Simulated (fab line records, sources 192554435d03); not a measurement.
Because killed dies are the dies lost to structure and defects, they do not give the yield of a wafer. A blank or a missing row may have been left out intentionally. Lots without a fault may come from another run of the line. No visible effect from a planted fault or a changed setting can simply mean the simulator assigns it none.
fab line records	flow n5-finfet	part 2 of 2: steps 5 to 6 of 6
record lots=22	wafers=66	last-day=18
route steps=1938 shown BEOL_M0_SAQP@638
lots that met no fault: taken from a fault-free run of the same line
start-h: hours from the record's opening day to when the first of the lot's shown wafers began	wait-h: hours elapsed since this lot's preceding step	" unchanged from the row above	L1.1+2: a row that stands for several wafers	- value missing, or start not given	* or withheld: withheld	< > ~ a bound
route shown NAME@n: a module of which the file shows steps, and the number in the route of the first	usual: mean/standard deviation of fault-free wafers	same: alike in all rows	chamber/n: place in a boat	sites: the reading at each site	_std_site: standard deviation of those values	_edge_site: inner sites' mean taken away from outer sites' mean	radius-mm: how far each site lies from the wafer's centre	mask NAME#n: copy n	behind: the most recent tool/chamber to have shaped the wafer	hold: cause of the lot's hold/its duration in hours/its outcome	device: the transistor (n, p or np) that didn't switch	end of line: the same wafers' tests at the end of the route	a step without rows: its recipe alone	killed: not the wafer's yield, but the dies lost to structure and defects at the first sort	map: shows each die of a wafer: x if killed, . if not, _ if none is there
set.NAME: setting as actually run; set.NAME@STEP: the setting as run at that earlier step	model.NAME: the simulator's own value behind a step, which no gauge read
steps of the route over a sample of lots; a table a step, a row a wafer
services: from which hour (start-h, from the record's first day; less than 0 if before it) a tool's chamber was out of use, for how many hours, and why
## steps
# step N5_BEOL_M0_SAQP_STRIP_86
# recipe chemistry=N2/H2	power-w=500	temp-c=40	pressure-mtorr=50	rf-frequency-hz=6e+07	overash-fraction=0.3	bias-power-w=28	h2-frac=0.5	n2-flow-sccm=300	h2-flow-sccm=300
# usual drypump-motor-current-A=5.9/0.33	oes-product-au=0.78/0.085	rf-vpp-V=121.9/1.4	showerhead-plenum-p-Torr=3.39/0.058	throttle-valve-pct=18.9/0.34
lot.wafer	tool	chamber	start-h	wait-h	drypump-motor-current-A	oes-product-au	rf-hours-counter-h	rf-vpp-V	showerhead-plenum-p-Torr	throttle-valve-pct
L075.1	rie-diel-01	1	112.33	0.2	5.9	0.69	209	119.9	3.33	18.7
L075.2	"	3	"	"	5.8	0.81	95	122.0	3.26	19.2
L075.3	"	0	"	"	6.4	0.66	228	122.3	3.45	18.7
L076.1	rie-diel-02	3	116.72	0.1	5.7	0.76	126	120.9	3.37	18.7
L076.2	"	2	"	"	6.3	0.68	242	122.3	3.44	19.0
L076.5	"	0	"	"	5.4	0.83	-	121.9	3.42	18.8
L077.3	rie-diel-01	1	125.67	0.1	5.9	0.70	214	118.3	3.33	18.7
L077.4	"	0	"	"	6.3	0.68	232	121.5	3.44	18.7
L077.6	"	3	"	"	5.8	0.80	-	122.9	3.26	19.2
L078.4	rie-diel-01	1	130.58	0.0	5.9	0.70	215	122.8	3.33	18.7
L078.5	"	1	"	"	5.9	0.70	-	124.1	3.33	18.7
L078.6	"	2	"	"	5.5	0.69	-	123.8	3.47	19.3
L079.2	rie-diel-05	0	139.02	0.1	6.0	0.90	31	123.1	3.42	19.0
L079.3	"	2	"	"	5.5	0.84	52	121.2	3.42	18.7
L079.6	"	2	"	"	5.5	0.83	-	122.0	3.42	18.7
L080.1	rie-diel-01	2	144.35	0.1	5.5	0.69	200	122.0	3.47	19.3
L080.3	"	3	"	"	5.8	0.79	106	120.3	3.25	19.2
L080.4	"	0	"	"	6.3	0.67	238	119.5	3.44	18.7
L081.1	rie-diel-02	0	150.12	0.1	5.4	0.82	69	121.9	3.41	18.9
L081.2	"	3	"	"	5.7	0.75	138	121.5	3.37	18.7
L081.6	"	0	"	"	5.4	0.83	-	120.8	3.41	18.9
L082.2	rie-diel-05	0	160.65	0.1	6.0	0.89	37	121.7	3.42	19.0
L082.4	"	3	"	"	6.0	0.71	215	122.1	3.47	19.0
L082.5	"	1	"	"	5.9	0.90	-	120.3	3.41	18.3
L083.3	rie-diel-02	2	164.29	0.1	6.3	1.00	0	122.5	3.43	18.6
L083.4	"	1	"	"	6.4	0.73	168	122.7	3.35	19.5
L083.5	"	0	"	"	5.4	0.82	-	123.8	3.41	18.9
L084.1	rie-diel-05	0	165.66	0.1	6.1	0.90	38	119.2	3.42	19.0
L084.5	"	0	"	"	6.1	0.88	-	122.4	3.42	19.0
L084.6	"	1	"	"	5.9	0.89	-	122.7	3.41	18.3
L085.2	rie-diel-05	1	175.97	0.1	5.9	0.88	38	119.8	3.41	18.3
L085.4	"	0	"	"	6.2	0.87	41	121.3	3.42	19.0
L085.5	"	0	"	"	6.1	0.87	-	123.8	3.42	19.0
L086.2	rie-diel-01	0	181.47	0.2	6.3	0.66	249	120.8	3.44	18.8
L086.3	"	3	"	"	5.8	0.80	117	121.1	3.25	19.2
L086.6	"	3	"	"	5.8	0.78	-	119.6	3.25	19.2
L087.2	rie-diel-05	2	187.95	0.1	5.5	0.81	64	122.2	3.41	18.7
L087.3	"	3	"	"	6.0	0.70	223	125.4	3.47	19.0
L087.5	"	1	"	"	5.9	0.89	-	122.4	3.41	18.3
L088.1	rie-diel-02	1	191.78	0.1	6.4	0.73	178	120.9	3.35	19.6
L088.4	"	1	"	"	6.4	0.74	-	123.2	3.35	19.5
L088.5	"	2	"	"	6.3	0.98	-	123.4	3.43	18.6
L089.2	rie-diel-05	2	199.21	0.1	5.5	0.82	68	122.6	3.41	18.8
L089.3	"	1	"	"	5.9	0.88	44	120.3	3.41	18.3
L089.6	"	0	"	"	6.0	0.86	-	123.4	3.42	19.0
L091.1	rie-diel-02	3	207.42	0.1	5.7	0.75	155	122.6	3.36	18.8
L091.4	"	2	"	"	6.3	0.95	16	121.0	3.42	18.6
L091.5	"	2	"	"	6.3	0.95	-	120.9	3.42	18.6
L092.1	rie-diel-02	3	214.18	0.1	5.7	0.73	157	123.7	3.36	18.8
L092.2	"	0	"	"	5.5	0.80	91	124.1	3.40	18.9
L092.3	"	2	"	"	6.3	0.93	17	124.2	3.42	18.6
L093.3	rie-diel-05	1	220.10	0.1	5.9	0.88	48	120.8	3.40	18.3
L093.5	"	0	"	"	6.1	0.86	-	123.1	3.41	19.0
L093.6	"	3	"	"	6.0	0.70	-	119.8	3.46	19.0
L094.1	rie-diel-05	3	225.68	0.1	6.0	0.69	235	122.1	3.46	19.0
L094.4	"	1	"	"	5.9	0.85	49	123.2	3.40	18.3
L094.5	"	2	"	"	5.5	0.82	-	122.3	3.41	18.8
L095.2	rie-diel-02	0	237.05	0.1	5.4	0.79	98	121.7	3.39	18.9
L095.4	"	3	"	"	5.7	0.73	164	120.7	3.35	18.8
L095.6	"	2	"	"	6.3	0.92	-	124.0	3.42	18.6
L096.1	rie-diel-02	0	242.79	0.1	5.4	0.78	99	121.0	3.39	18.9
L096.2	"	1	"	"	6.4	0.73	193	119.5	3.34	19.6
L096.4	"	2	"	"	6.3	0.92	26	123.5	3.42	18.6
L097.2	rie-diel-02	3	250.65	0.1	5.6	0.73	168	121.3	3.35	18.8
L097.4	"	1	"	"	6.4	0.72	196	123.9	3.34	19.6
L097.5	"	0	"	"	5.5	0.79	-	120.6	3.39	18.9
# step N5_BEOL_M0_SAQP_MANDREL_ETCH_103
# recipe chemistry=HBr/Cl2	target=a-Si	target-depth-a=450	bt-time-s=10	stop-on=SiCN	mask-material=SiO2	over-etch-frac=0.8	time-s=27	pressure-mtorr=10	icp-w=800	bias-w=75	HBr_flow_sccm=150	Cl2_flow_sccm=80	ends=end-point
# usual drypump-motor-current-A=5.8/0.46	oes-product-au=0.685/0.011	throttle-valve-pct=35.46/0.27
lot.wafer	tool	chamber	start-h	wait-h	drypump-motor-current-A	oes-product-au	rf-hours-counter-h	throttle-valve-pct
L075.1	rie-si-04	3	114.03	0.0	5.9	0.673	85	35.46
L075.2	"	0	"	"	6.0	0.683	66	35.33
L075.3	"	1	"	"	6.5	0.689	128	35.45
L076.1	rie-si-03	0	118.09	0.0	5.6	0.686	190	34.83
L076.2	"	2	"	"	5.1	0.684	94	35.41
L076.5	"	3	"	"	6.4	0.697	-	35.78
L077.3	rie-si-03	0	127.04	0.0	5.7	0.683	190	34.85
L077.4	"	2	"	"	5.2	0.692	-	35.39
L077.6	"	3	"	"	6.4	0.694	-	35.82
L078.4	rie-si-03	2	132.02	0.0	5.2	0.692	-	35.39
L078.5	"	3	"	"	6.4	0.695	-	35.80
L078.6	"	0	"	"	5.6	0.688	-	34.84
L079.2	rie-si-04	2	140.52	0.0	5.2	0.676	74	35.59
L079.3	"	3	"	"	5.9	0.675	86	35.48
L079.6	"	2	"	"	5.3	0.685	-	35.58
L080.1	rie-si-04	2	145.72	0.0	5.3	0.676	74	35.58
L080.3	"	0	"	"	6.0	0.684	67	35.34
L080.4	"	3	"	"	5.9	0.673	86	35.47
L081.1	rie-si-04	2	151.49	0.0	5.3	0.674	75	35.58
L081.2	"	0	"	"	6.0	0.684	67	35.35
L081.6	"	1	"	"	6.4	0.682	-	35.46
L082.2	rie-si-01	1	162.02	0.0	6.3	0.683	175	35.61
L082.4	"	3	"	"	4.9	0.711	185	35.13
L082.5	"	3	"	"	4.9	0.709	-	35.15
L083.3	rie-si-03	1	166.50	0.0	5.5	0.686	155	35.07
L083.4	"	3	"	"	6.4	0.682	8	35.83
L083.5	"	1	"	"	5.5	0.697	-	35.09
L084.1	rie-si-04	2	167.16	0.0	5.2	0.672	75	35.56
L084.5	"	1	"	"	6.5	0.692	-	35.46
L084.6	"	0	"	"	6.0	0.684	-	35.31
L085.2	rie-si-03	1	179.28	0.0	5.5	0.684	155	35.07
L085.4	"	3	"	"	6.4	0.684	8	35.82
L085.5	"	1	"	"	5.5	0.704	-	35.07
L086.2	rie-si-04	2	185.12	0.0	5.2	0.674	75	35.60
L086.3	"	0	"	"	6.0	0.681	68	35.35
L086.6	"	0	"	"	5.9	0.688	-	35.35
L087.2	rie-si-04	0	189.55	0.0	6.0	0.675	68	35.39
L087.3	"	2	"	"	5.2	0.666	75	35.60
L087.5	"	0	"	"	6.0	0.680	-	35.35
L088.1	rie-si-04	0	193.15	0.0	6.0	0.673	68	35.35
L088.4	"	1	"	"	6.5	0.687	130	35.44
L088.5	"	1	"	"	6.4	0.690	-	35.46
L089.2	rie-si-03	1	200.85	0.0	5.4	0.687	155	35.08
L089.3	"	2	"	"	5.2	0.679	96	35.41
L089.6	"	2	"	"	5.2	0.693	-	35.38
L091.1	rie-si-01	3	208.84	0.0	4.9	0.700	186	35.16
L091.4	"	1	"	"	6.3	0.684	176	35.62
L091.5	"	2	"	"	5.5	0.696	-	35.95
L092.1	rie-si-04	2	215.58	0.0	5.2	0.680	76	35.57
L092.2	"	3	"	"	5.9	0.659	87	35.48
L092.3	"	0	"	"	6.0	0.674	68	35.37
L093.3	rie-si-04	3	221.55	0.0	5.9	0.661	87	35.48
L093.5	"	0	"	"	5.9	0.700	-	35.31
L093.6	"	3	"	"	5.9	0.678	-	35.48
L094.1	rie-si-04	3	227.09	0.0	5.9	0.677	87	35.47
L094.4	"	1	"	"	6.5	0.695	130	35.45
L094.5	"	1	"	"	6.4	0.685	-	35.47
L095.2	rie-si-01	1	238.43	0.0	6.3	0.685	177	35.61
L095.4	"	2	"	"	5.5	0.696	-	35.94
L095.6	"	0	"	"	5.8	0.687	-	35.58
L096.1	rie-si-04	2	244.16	0.0	5.2	0.671	76	35.60
L096.2	"	1	"	"	6.4	0.670	131	35.49
L096.4	"	3	"	"	5.9	0.669	88	35.48
L097.2	rie-si-01	2	252.02	0.0	5.5	0.692	125	35.96
L097.4	"	0	"	"	5.8	0.704	-	35.60
L097.5	"	2	"	"	5.5	0.698	-	35.95
## services
tool	chamber	start-h	hours	kind
rie-diel-05	3	94.96	1.2	repair
rie-si-03	2	96.45	3.6	repair
rie-si-03	2	101.51	6.0	repair
rie-si-03	1	123.48	29.9	repair
pecvd-04	0	124.85	5.0	scheduled-down
pecvd-04	-	127.70	0.8	pm
pecvd-02	-	137.13	1.7	repair
rie-diel-02	2	138.40	-	clean
rie-diel-02	2	138.40	-	consumable-replace:focus-ring
rie-diel-02	2	138.40	25.0	scheduled-down
rie-diel-02	2	138.40	25.0	vent-cycle
rie-diel-01	3	147.65	1.5	repair
rie-si-04	-	167.44	0.4	repair
rie-diel-02	3	191.01	10.1	repair
rie-diel-01	0	196.11	-	clean
rie-diel-01	0	196.11	-	consumable-replace:focus-ring
rie-diel-01	0	196.11	21.7	scheduled-down
rie-diel-01	0	196.11	21.7	vent-cycle
pecvd-04	-	200.20	0.3	repair
rie-diel-05	1	210.89	6.7	repair
rie-diel-01	1	233.89	-	clean
rie-diel-01	1	233.89	-	consumable-replace:focus-ring
rie-diel-01	1	233.89	18.3	scheduled-down
rie-diel-01	1	233.89	18.3	vent-cycle
